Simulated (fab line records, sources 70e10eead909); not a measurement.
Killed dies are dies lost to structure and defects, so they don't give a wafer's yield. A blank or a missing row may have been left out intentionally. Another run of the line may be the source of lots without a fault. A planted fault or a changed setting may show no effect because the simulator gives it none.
A lot that was struck, set against a sound lot + flow nand-harc + 15 steps out of a route of 1159
Sound: the wafers L724.1, L724.2, L724.4. Struck: wafer L728.1. (L728.3 of the same lot was not struck and is left out.) The cause comes at the end.
For every step that has rows: the tool of each side, followed by ch and its chambers, followed by its first start. Under that, the readings that differ: sound wafers + struck wafers + difference of the means + sigmas: that difference in standard deviations of wafers without a fault.
alike: readings whose means differ by less than 2 such deviations, and words and numbers that are the same on both sides. not compared: withheld readings, readings that some wafer has no value for, bounds like >300 that may hide the same value, and numbers for which the record gives no deviation and whose values overlap.
A row with sigmas, a row that says differs or no value, or rows on one side alone: a step with any of these is where the two part. Numbers that don't overlap but have no deviation are shown without sigmas and don't part them. A reading missing from all wafers of one side parts the sides only when that side holds two or more wafers.

first, 5 steps without rows for these wafers: NHARC_A_CONTACT_SOFTBAKE_03 (time 55 s); NHARC_A_CONTACT_EBR_04; NHARC_A_CONTACT_EXPOSE_05 (exposes mask A CC); NHARC_A_CONTACT_PEB_06 (peb time 65 s); NHARC_A_CONTACT_DEVELOP_07 (develop time 35 s).
NHARC_A_CONTACT_CD_MEAS_08 targets a cd of 100 nm.
  sound on cd-sem-01 ch 0, day 21 14:32; struck on cd-sem-03 ch 0, day 22 19:00
  alike: cd-nm
NHARC_A_CONTACT_OVL_MEAS_09:
  struck on overlay-02, day 22 19:05; sound on overlay-01, day 21 14:38
| reading           | sound        | struck | difference | sigmas |
|-------------------|--------------|--------|------------|--------|
| overlay-y-nm (nm) | 0.4 0.2 -0.2 | -1.5   | -1.6       | -2     |
  alike: overlay-x-nm
NHARC_A_CONTACT_INSPECT_10:
  struck on defect-inspect-02, day 22 19:07; sound on defect-inspect-02, day 21 14:40
  alike: raw-defect-count
NHARC_A_CONTACT_DESCUM_13: chemistry O2, time 3 s.
  sound on rie-diel-13 ch 0,1,2, day 21 14:43; struck on rie-diel-04 ch 1, day 22 19:12
| reading                | sound   | struck | difference | sigmas |
|------------------------|---------|--------|------------|--------|
| rf-hours-counter-h (h) | 15 16 9 | 8      | -5         |        |
  alike: drypump-motor-current-A, oes-product-au, rf-vpp-V, showerhead-plenum-p-Torr, throttle-valve-pct
NHARC_A_CONTACT_ETCH_88: etches the open film in CF4, target depth 39 nm, time 65 s.
  sound on rie-diel-13 ch 0,1,2, day 21 14:52; struck on rie-diel-04 ch 3, day 22 19:17
  alike: bias-w, drypump-motor-current-A, oes-product-au, rf-fwd-power-W, rf-vpp-V, showerhead-plenum-p-Torr, throttle-valve-pct
  not compared: rf-hours-counter-h
NHARC_A_CONTACT_ETCH_89: etches the open film in N2/H2, target depth 260 nm, time 475.3 s.
  sound: rie-diel-13 ch 1,2,3; struck: rie-diel-04 ch 1
| reading                | sound    | struck | difference | sigmas |
|------------------------|----------|--------|------------|--------|
| rf-hours-counter-h (h) | 16 16 15 | 8      | -8         |        |
  alike: bias-w, drypump-motor-current-A, h2-flow-sccm, oes-product-au, rf-fwd-power-W, rf-vpp-V, showerhead-plenum-p-Torr, throttle-valve-pct
NHARC_A_CONTACT_ETCH_30: etches the open film in CF4/CHF3, target depth 60.5 nm, time 30.2 s.
  sound: rie-diel-13 ch 0,2,3; struck: rie-diel-04 ch 2
  alike: bias-w, drypump-motor-current-A, oes-product-au, rf-fwd-power-W, rf-vpp-V, showerhead-plenum-p-Torr, throttle-valve-pct
  not compared: rf-hours-counter-h
NHARC_A_CONTACT_ETCH_31: etches the open film in O2/COS, target depth 2000 nm, time 520 s.
  sound on rie-diel-13 ch 0,1,2, day 21 15:23; struck on rie-diel-04 ch 2, day 22 20:17
| reading               | sound             | struck | difference | sigmas |
|-----------------------|-------------------|--------|------------|--------|
| oes-product-au (a.u.) | 0.999 0.994 0.997 | 0.852  | -0.145     | -21    |
  alike: bias-w, drypump-motor-current-A, rf-fwd-power-W, rf-vpp-V, showerhead-plenum-p-Torr, throttle-valve-pct
  not compared: rf-hours-counter-h
NHARC_A_CONTACT_ETCH_134: etches the open film in C4F8/O2/Ar, time 140 s, target depth 700 nm.
  sound on har-cap-etch-01 ch 0,1, day 21 15:46; struck on har-cap-etch-01 ch 0, day 22 20:41
  not compared: rf-hours-counter-h
-- jump in the record: it breaks off in module A_CONTACT and resumes in module END (first step shown: number 1159 of the route), and 3 days separate the struck wafers' starts before and after --
NHARC_END_SORT_01:
  sound on prober-01 ch 0, day 24 07:11; struck on prober-01 ch 0, day 26 01:28
| reading         | sound | struck | difference | sigmas |
|-----------------|-------|--------|------------|--------|
| killed-at-array | 15    | 588    | +573       | +52    |
| killed-dies     | 18    | 594    | +576       | +52    |
  alike: killed-at-other, killed-at-periphery, killed-open, killed-short

## WHERE THEY PART
At NHARC_A_CONTACT_OVL_MEAS_09 first; at NHARC_END_SORT_01 last (within this record only).

WHY: the cause the simulator had injected
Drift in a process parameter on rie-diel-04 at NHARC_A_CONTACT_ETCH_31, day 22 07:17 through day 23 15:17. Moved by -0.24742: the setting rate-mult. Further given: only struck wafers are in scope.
